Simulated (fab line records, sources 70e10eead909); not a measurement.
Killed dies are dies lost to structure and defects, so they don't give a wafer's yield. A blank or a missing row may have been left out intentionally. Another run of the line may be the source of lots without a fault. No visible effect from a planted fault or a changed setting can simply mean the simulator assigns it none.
fab line records | flow nandHarc | part 2 of 2: steps 24 to 34 of 34
record: lots: 5 | wafers: 15 | lastDay: 32
route steps=1302 shown A_CHANNEL_FILL_D2@614 A_STAIRCASE@639
lots with no fault: from the same line, run without faults
startH: hours from the record's opening day to when the first of the lot's shown wafers began | waitH: hours since the lot's step before | " unchanged from the row above | L1.1+2: one row covering several wafers at once | - value missing, or start not given | * or withheld: withheld | < > ~ a bound
route shown NAME@n: names a module that has steps shown in the file, with the first one's number in the route | usual: mean/standard deviation of fault-free wafers | same: alike in all rows | chamber/n: place in a boat | sites: per-site readings | _std_site: their standard deviation | _edge_site: inner sites' mean taken away from outer sites' mean | radiusMm: for every site, how far away it sits from the centre of the wafer | mask NAME#n: copy n | behind: the tool/chamber that last shaped the wafer | hold: cause of the lot's hold/its duration in hours/its outcome | device: whichever transistor did not switch (one of n, p or np) | end of line: the route-end tests of the same wafers | where a step has no rows: the recipe by itself | killed: the dies lost at the first sort to structure and to defects; this is not the yield of the wafer | map: a wafer's dies, marking killed ones x, the rest . and places with no die _
set.NAME: the setting the step ran with; set.NAME@STEP: the setting that earlier step ran with | model.NAME: the simulator's own value behind a step, which no gauge read
a table for each step, a row for each wafer; lots at some steps of the route
services: a tool's chamber out of use, with start hour (startH, from the record's first day; less than 0 if before it), hours out, and reason
== steps ==
step: NHARC_A_STAIRCASE_DEHYDRATE_158
recipe: tempC: 150 | timeS: 120
usual: heaterPowerTotalW: 182.5/1.3
lot.wafer | tool          | chamber | startH | waitH | heaterPowerTotalW
L080.1    | lithoTrack-07 | 0       | 404.49 | 0.2   | 183.3
L080.3    | "             | 0       | "      | "     | 182.7
L080.4    | "             | 0       | "      | "     | 183.6
L090.3    | lithoTrack-02 | 0       | 513.75 | 0.2   | 180.8
L090.4    | "             | 0       | "      | "     | 180.8
L090.5    | "             | 0       | "      | "     | 183.8
L089.1    | lithoTrack-05 | 0       | 517.83 | 0.2   | 181.9
L089.3    | "             | 0       | "      | "     | 181.3
L089.5    | "             | 0       | "      | "     | 184.0
L095.1    | lithoTrack-05 | 0       | 556.88 | 0.2   | 182.4
L095.3    | "             | 0       | "      | "     | 184.6
L095.4    | "             | 0       | "      | "     | 183.9
L096.2    | lithoTrack-02 | 0       | 557.00 | 0.2   | 183.4
L096.4    | "             | 0       | "      | "     | 182.7
L096.5    | "             | 0       | "      | "     | 180.8
step: NHARC_A_STAIRCASE_HMDS_159
recipe: timeS: 30
lot.wafer  | tool          | chamber | startH | waitH
L080.1+3+4 | lithoTrack-07 | 0       | -      | -
L090.3+4+5 | lithoTrack-02 | 0       | -      | -
L089.1+3+5 | lithoTrack-05 | 0       | -      | -
L095.1+3+4 | lithoTrack-05 | 0       | -      | -
L096.2+4+5 | lithoTrack-02 | 0       | -      | -
step: NHARC_A_STAIRCASE_COAT_160
recipe: spinRpm: 1200
lot.wafer  | tool          | chamber | startH | waitH
L080.1+3+4 | lithoTrack-07 | 0       | -      | -
L090.3+4+5 | lithoTrack-02 | 0       | -      | -
L089.1+3+5 | lithoTrack-05 | 0       | -      | -
L095.1+3+4 | lithoTrack-05 | 0       | -      | -
L096.2+4+5 | lithoTrack-02 | 0       | -      | -
step: NHARC_A_STAIRCASE_SOFTBAKE_161
recipe: tempC: 135 | timeS: 170
usual: heaterPowerTotalW: 134.5/1
lot.wafer | tool          | chamber | startH | waitH | heaterPowerTotalW
L080.1    | lithoTrack-07 | 0       | -      | -     | 134.7
L080.3    | "             | 0       | "      | "     | 133.3
L080.4    | "             | 0       | "      | "     | 133.7
L090.3    | lithoTrack-02 | 0       | -      | -     | 133.6
L090.4    | "             | 0       | "      | "     | 136.3
L090.5    | "             | 0       | "      | "     | 134.3
L089.1    | lithoTrack-05 | 0       | -      | -     | 135.9
L089.3    | "             | 0       | "      | "     | 133.9
L089.5    | "             | 0       | "      | "     | 134.4
L095.1    | lithoTrack-05 | 0       | -      | -     | 133.2
L095.3    | "             | 0       | "      | "     | 133.4
L095.4    | "             | 0       | "      | "     | 135.2
L096.2    | lithoTrack-02 | 0       | -      | -     | 133.3
L096.4    | "             | 0       | "      | "     | 136.4
L096.5    | "             | 0       | "      | "     | 133.5
step: NHARC_A_STAIRCASE_EBR_162
lot.wafer  | tool          | chamber | startH | waitH
L080.1+3+4 | lithoTrack-07 | 0       | -      | -
L090.3+4+5 | lithoTrack-02 | 0       | -      | -
L089.1+3+5 | lithoTrack-05 | 0       | -      | -
L095.1+3+4 | lithoTrack-05 | 0       | -      | -
L096.2+4+5 | lithoTrack-02 | 0       | -      | -
step: NHARC_A_STAIRCASE_EXPOSE_163
recipe: na: 0.5 | doseMj: 20.01 | maskId: STAIR_OPEN
usual: focusOffsetNm: -0.1/0.49
lot.wafer | tool          | chamber | startH | waitH | mask         | focusOffsetNm
L080.1    | krfScanner-03 | 0       | 404.69 | -     | STAIR_OPEN#0 | -0.4
L080.3    | "             | 0       | "      | "     | STAIR_OPEN#0 | -0.9
L080.4    | "             | 0       | "      | "     | STAIR_OPEN#0 | -0.3
L090.3    | krfScanner-03 | 0       | 514.10 | -     | STAIR_OPEN#0 | 0.6
L090.4    | "             | 0       | "      | "     | STAIR_OPEN#0 | 0.4
L090.5    | "             | 0       | "      | "     | STAIR_OPEN#0 | -0.6
L089.1    | krfScanner-01 | 0       | 518.16 | -     | STAIR_OPEN#0 | -1.0
L089.3    | "             | 0       | "      | "     | STAIR_OPEN#0 | -0.4
L089.5    | "             | 0       | "      | "     | STAIR_OPEN#0 | -0.9
L095.1    | krfScanner-03 | 0       | 557.08 | -     | STAIR_OPEN#0 | 0.0
L095.3    | "             | 0       | "      | "     | STAIR_OPEN#0 | -0.5
L095.4    | "             | 0       | "      | "     | STAIR_OPEN#0 | 0.1
L096.2    | krfScanner-04 | 0       | 557.34 | -     | STAIR_OPEN#0 | -0.8
L096.4    | "             | 0       | "      | "     | STAIR_OPEN#0 | -0.3
L096.5    | "             | 0       | "      | "     | STAIR_OPEN#0 | 0.0
step: NHARC_A_STAIRCASE_PEB_164
recipe: pebTempC: 115 | pebTimeS: 130
usual: heaterPowerTotalW: 123.89/0.2
lot.wafer | tool          | chamber | startH | waitH | heaterPowerTotalW
L080.1    | lithoTrack-07 | 0       | 404.76 | 0.1   | 124.09
L080.3    | "             | 0       | "      | "     | 124.05
L080.4    | "             | 0       | "      | "     | 124.06
L090.3    | lithoTrack-02 | 0       | 514.15 | 0.0   | 124.05
L090.4    | "             | 0       | "      | "     | 124.02
L090.5    | "             | 0       | "      | "     | 123.76
L089.1    | lithoTrack-07 | 0       | 518.23 | 0.1   | 123.70
L089.3    | "             | 0       | "      | "     | 123.96
L089.5    | "             | 0       | "      | "     | 123.69
L095.1    | lithoTrack-05 | 0       | 557.15 | 0.1   | 124.01
L095.3    | "             | 0       | "      | "     | 123.99
L095.4    | "             | 0       | "      | "     | 124.03
L096.2    | lithoTrack-07 | 0       | 557.40 | 0.1   | 124.09
L096.4    | "             | 0       | "      | "     | 123.92
L096.5    | "             | 0       | "      | "     | 123.92
step: NHARC_A_STAIRCASE_DEVELOP_165
recipe: timeS: 140
lot.wafer  | tool          | chamber | startH | waitH
L080.1+3+4 | lithoTrack-07 | 0       | -      | -
L090.3+4+5 | lithoTrack-02 | 0       | -      | -
L089.1+3+5 | lithoTrack-07 | 0       | -      | -
L095.1+3+4 | lithoTrack-05 | 0       | -      | -
L096.2+4+5 | lithoTrack-07 | 0       | -      | -
step: NHARC_A_STAIRCASE_HARDBAKE_167
recipe: tempC: 120 | timeS: 140
usual: heaterPowerTotalW: 127.33/0.25
lot.wafer | tool          | chamber | startH | waitH | heaterPowerTotalW
L080.1    | lithoTrack-07 | 0       | 404.98 | -     | 127.49
L080.3    | "             | 0       | "      | "     | 127.33
L080.4    | "             | 0       | "      | "     | 127.58
L090.3    | lithoTrack-05 | 0       | 514.38 | -     | 128.26
L090.4    | "             | 0       | "      | "     | 127.73
L090.5    | "             | 0       | "      | "     | 127.93
L089.1    | lithoTrack-05 | 0       | 518.45 | -     | 127.21
L089.3    | "             | 0       | "      | "     | 127.52
L089.5    | "             | 0       | "      | "     | 127.46
L095.1    | lithoTrack-05 | 0       | 557.37 | -     | 126.94
L095.3    | "             | 0       | "      | "     | 127.40
L095.4    | "             | 0       | "      | "     | 127.28
L096.2    | lithoTrack-05 | 0       | 557.62 | -     | 127.18
L096.4    | "             | 0       | "      | "     | 127.32
L096.5    | "             | 0       | "      | "     | 127.22
step: NHARC_A_STAIRCASE_DESCUM_168
recipe: timeS: 3 | o2FlowSccm: 200 | arFlowSccm: 0 | biasPowerW: 0 | chemistry: O2
usual: drypumpMotorCurrentA: 5.4/0.47 | oesProductAu: 0.999/0.011 | rfVppV: 57.8/0.87 | showerheadPlenumPTorr: 1.95/0.068 | throttleValvePct: 11.311/0.0086
lot.wafer | tool       | chamber | startH | waitH | drypumpMotorCurrentA | oesProductAu | rfHoursCounterH | rfVppV | showerheadPlenumPTorr | throttleValvePct
L080.1    | rieDiel-08 | 3       | 405.07 | -     | 5.9                  | 0.996        | 10              | 57.0   | 1.92                  | 11.309
L080.3    | "          | 0       | "      | "     | 5.2                  | 1.007        | 10              | 58.2   | 1.90                  | 11.302
L080.4    | "          | 2       | "      | "     | 5.0                  | 1.014        | 8               | 58.2   | 1.94                  | 11.301
L090.3    | rieDiel-08 | 3       | 514.46 | -     | 5.9                  | 0.994        | 45              | 57.7   | 1.91                  | 11.314
L090.4    | "          | 2       | "      | "     | 5.1                  | 1.013        | 40              | 58.2   | 1.93                  | 11.317
L090.5    | "          | 3       | "      | "     | 5.9                  | 1.001        | -               | 56.0   | 1.91                  | 11.322
L089.3    | rieDiel-02 | 2       | 518.54 | -     | 5.7                  | 1.003        | 40              | 58.0   | 1.92                  | 11.320
L089.1    | "          | 0       | "      | "     | 4.9                  | 0.990        | 33              | 59.0   | 1.98                  | 11.312
L089.5    | "          | 3       | "      | "     | 5.1                  | 1.003        | -               | 57.0   | 1.83                  | 11.301
L095.4    | rieDiel-02 | 2       | 557.46 | -     | 5.7                  | 1.001        | 54              | 57.9   | 1.91                  | 11.311
L095.1    | "          | 3       | "      | "     | 5.1                  | 0.999        | 48              | 57.4   | 1.83                  | 11.310
L095.3    | "          | 0       | "      | "     | 4.9                  | 0.989        | 53              | 57.6   | 1.98                  | 11.303
L096.2    | rieDiel-02 | 0       | 557.72 | -     | 4.9                  | 0.983        | 53              | 56.9   | 1.98                  | 11.299
L096.4    | "          | 2       | "      | "     | 5.7                  | 0.994        | 54              | 57.4   | 1.91                  | 11.293
L096.5    | "          | 0       | "      | "     | 4.9                  | 0.981        | -               | 58.6   | 1.97                  | 11.320
step: NHARC_A_STAIRCASE_ETCH_169
recipe: targetDepthA: 500 | timeS: 107.1 | ionEnergyEv: 120 | ch3fFlowSccm: 50 | o2FlowSccm: 30 | arFlowSccm: 200 | rfW: 500 | biasW: 100 | chemistry: CH3F/O2
usual: drypumpMotorCurrentA: 5.4/0.46 | oesProductAu: 0.962/0.018 | rfVppV: 245.0/1.4 | showerheadPlenumPTorr: 2.50/0.083 | throttleValvePct: 20.664/0.0083
lot.wafer | tool       | chamber | startH | waitH | drypumpMotorCurrentA | oesProductAu | rfHoursCounterH | rfVppV | showerheadPlenumPTorr | throttleValvePct
L080.4    | rieDiel-08 | 2       | 405.63 | 0.5   | 5.0                  | 0.953        | 9               | 243.8  | 2.50                  | 20.669
L080.3    | "          | 3       | "      | "     | 5.9                  | 0.935        | 10              | 245.5  | 2.46                  | 20.669
L080.1    | "          | 1       | "      | "     | 5.6                  | 0.958        | 9               | 247.1  | 2.66                  | 20.654
L090.3    | rieDiel-08 | 1       | 514.56 | 0.1   | 5.7                  | 0.971        | 35              | 246.7  | 2.65                  | 20.664
L090.4    | "          | 2       | "      | "     | 5.0                  | 0.994        | 40              | 245.6  | 2.48                  | 20.647
L090.5    | "          | 0       | "      | "     | 5.2                  | 0.963        | -               | 243.5  | 2.43                  | 20.659
L089.3    | rieDiel-02 | 2       | 518.62 | 0.1   | 5.7                  | 0.985        | 40              | 246.5  | 2.46                  | 20.667
L089.1    | "          | 1       | "      | "     | 6.1                  | 0.961        | 36              | 247.2  | 2.60                  | 20.664
L089.5    | "          | 2       | "      | "     | 5.7                  | 0.984        | -               | 243.9  | 2.46                  | 20.659
L095.4    | rieDiel-02 | 1       | 557.57 | 0.1   | 6.0                  | 0.926        | 54              | 245.9  | 2.59                  | 20.660
L095.3    | "          | 2       | "      | "     | 5.7                  | 0.951        | 54              | 245.4  | 2.46                  | 20.662
L095.1    | "          | 0       | "      | "     | 4.9                  | 0.935        | 53              | 246.0  | 2.54                  | 20.653
L096.4    | rieDiel-02 | 0       | 557.93 | 0.2   | 4.9                  | 0.940        | 53              | 244.3  | 2.54                  | 20.656
L096.2    | "          | 3       | "      | "     | 5.1                  | 0.958        | 48              | 242.3  | 2.36                  | 20.668
L096.5    | "          | 0       | "      | "     | 4.9                  | 0.941        | -               | 245.4  | 2.54                  | 20.666
== services ==
tool          | chamber | startH | hours | kind
rieDiel-10    | 2       | 351.92 | 5.6   | repair
wetBench-09   | -       | 352.80 | 8.0   | pm
wetBench-06   | -       | 369.60 | 8.0   | pm
rieDiel-09    | 1       | 369.69 | 13.7  | repair
rieDiel-02    | -       | 395.37 | 9.0   | pm
lithoTrack-02 | -       | 402.00 | 7.0   | pm
rieDiel-02    | 0       | 406.06 | 9.1   | repair
rieDiel-10    | 1       | 410.69 | 2.6   | repair
rieDiel-10    | -       | 419.50 | 9.0   | pm
lithoTrack-07 | -       | 426.00 | 7.0   | pm
rieDiel-10    | 2       | 435.30 | 12.2  | repair
rieDiel-10    | 1       | 469.00 | 2.4   | repair
lithoTrack-05 | -       | 474.00 | 7.0   | pm
rieDiel-02    | 3       | 474.51 | 10.8  | repair
rieDiel-10    | 2       | 480.33 | 6.2   | repair
rieDiel-09    | 2       | 488.94 | 7.0   | repair
rieDiel-02    | 3       | 494.57 | 6.8   | repair
rieDiel-09    | -       | 497.10 | 9.0   | pm
wetBench-07   | -       | 512.00 | 8.0   | pm
rieDiel-10    | 2       | 519.01 | 21.2  | repair
wetBench-06   | -       | 545.60 | 8.0   | pm
rieDiel-09    | 2       | 549.37 | 5.8   | repair
rieDiel-09    | 3       | 550.99 | 3.4   | repair
rieDiel-02    | -       | 553.86 | 0.2   | repair
